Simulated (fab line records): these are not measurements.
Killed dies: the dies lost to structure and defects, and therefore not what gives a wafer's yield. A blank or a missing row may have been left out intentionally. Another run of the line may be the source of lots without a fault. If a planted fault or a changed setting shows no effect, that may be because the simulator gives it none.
Chamber matching || flow n5 finfet || N5_BEOL_M1_ETCHBACK_99 on rie diel-03 has 4 sister chambers
The step etches SiO2 in CHF3, target depth 5 nm, time 10.4 s. 8 wafers are shown with their chamber, then 11 later ones without.

== WAFERS WITH THEIR CHAMBER ==
{"wafer": "L080.2", "chamber": 2, "showerhead plenum p Torr (Torr)": 2.18, "drypump motor current A (A)": 6.2}
{"wafer": "L081.4", "chamber": 0, "showerhead plenum p Torr (Torr)": 2.16, "drypump motor current A (A)": 5.4}
{"wafer": "L081.5", "chamber": 3, "showerhead plenum p Torr (Torr)": 2.30, "drypump motor current A (A)": 6.0}
{"wafer": "L081.6", "chamber": 1, "showerhead plenum p Torr (Torr)": 2.05, "drypump motor current A (A)": 6.0}
{"wafer": "L084.1", "chamber": 2, "showerhead plenum p Torr (Torr)": 2.18, "drypump motor current A (A)": 6.2}
{"wafer": "L084.3", "chamber": 1, "showerhead plenum p Torr (Torr)": 2.05, "drypump motor current A (A)": 6.0}
{"wafer": "L084.6", "chamber": 3, "showerhead plenum p Torr (Torr)": 2.30, "drypump motor current A (A)": 6.1}
{"wafer": "L089.1", "chamber": 0, "showerhead plenum p Torr (Torr)": 2.15, "drypump motor current A (A)": 5.4}

== WAFERS WITH NO CHAMBER GIVEN ==
{"wafer": "L089.2", "showerhead plenum p Torr (Torr)": 2.05, "drypump motor current A (A)": 6.0}
{"wafer": "L089.4", "showerhead plenum p Torr (Torr)": 2.17, "drypump motor current A (A)": 6.1}
{"wafer": "L090.1", "showerhead plenum p Torr (Torr)": 2.30, "drypump motor current A (A)": 6.1}
{"wafer": "L090.2", "showerhead plenum p Torr (Torr)": 2.17, "drypump motor current A (A)": 6.2}
{"wafer": "L090.3", "showerhead plenum p Torr (Torr)": 2.15, "drypump motor current A (A)": 5.4}
{"wafer": "L094.1", "showerhead plenum p Torr (Torr)": 2.30, "drypump motor current A (A)": 6.1}
{"wafer": "L094.2", "showerhead plenum p Torr (Torr)": 2.17, "drypump motor current A (A)": 6.2}
{"wafer": "L094.3", "showerhead plenum p Torr (Torr)": 2.05, "drypump motor current A (A)": 6.0}
{"wafer": "L095.1", "showerhead plenum p Torr (Torr)": 2.05, "drypump motor current A (A)": 6.0}
{"wafer": "L095.2", "showerhead plenum p Torr (Torr)": 2.29, "drypump motor current A (A)": 6.1}
{"wafer": "L095.3", "showerhead plenum p Torr (Torr)": 2.15, "drypump motor current A (A)": 5.4}

== WHICH CHAMBER EACH ONE RAN IN ==
{"wafer": "L089.2", "from the rows above": 1, "in truth": 1}
{"wafer": "L089.4", "from the rows above": 2, "in truth": 2}
{"wafer": "L090.1", "from the rows above": 3, "in truth": 3}
{"wafer": "L090.2", "from the rows above": 2, "in truth": 2}
{"wafer": "L090.3", "from the rows above": 0, "in truth": 0}
{"wafer": "L094.1", "from the rows above": 3, "in truth": 3}
{"wafer": "L094.2", "from the rows above": 2, "in truth": 2}
{"wafer": "L094.3", "from the rows above": 1, "in truth": 1}
{"wafer": "L095.1", "from the rows above": 1, "in truth": 1}
{"wafer": "L095.2", "from the rows above": 3, "in truth": 3}
{"wafer": "L095.3", "from the rows above": 0, "in truth": 0}
Correct placement for 11 of the 11. From these rows, 0 cannot be placed. Number placed wrongly: 0.
How it was worked out, from the rows above alone: a wafer's distance from a chamber is the root of the sum, over the readings, of the square of ((its reading less the chamber's mean) divided by the reading's scatter). The wafer belongs to the nearest chamber; if the next one is less than 2 further off, it can't be placed. A chamber's mean is the mean of its shown wafers. How the scatter is found: for the shown wafers, subtract from each reading the mean of its chamber, square and add these, divide the total by (wafers less chambers), then take the root.
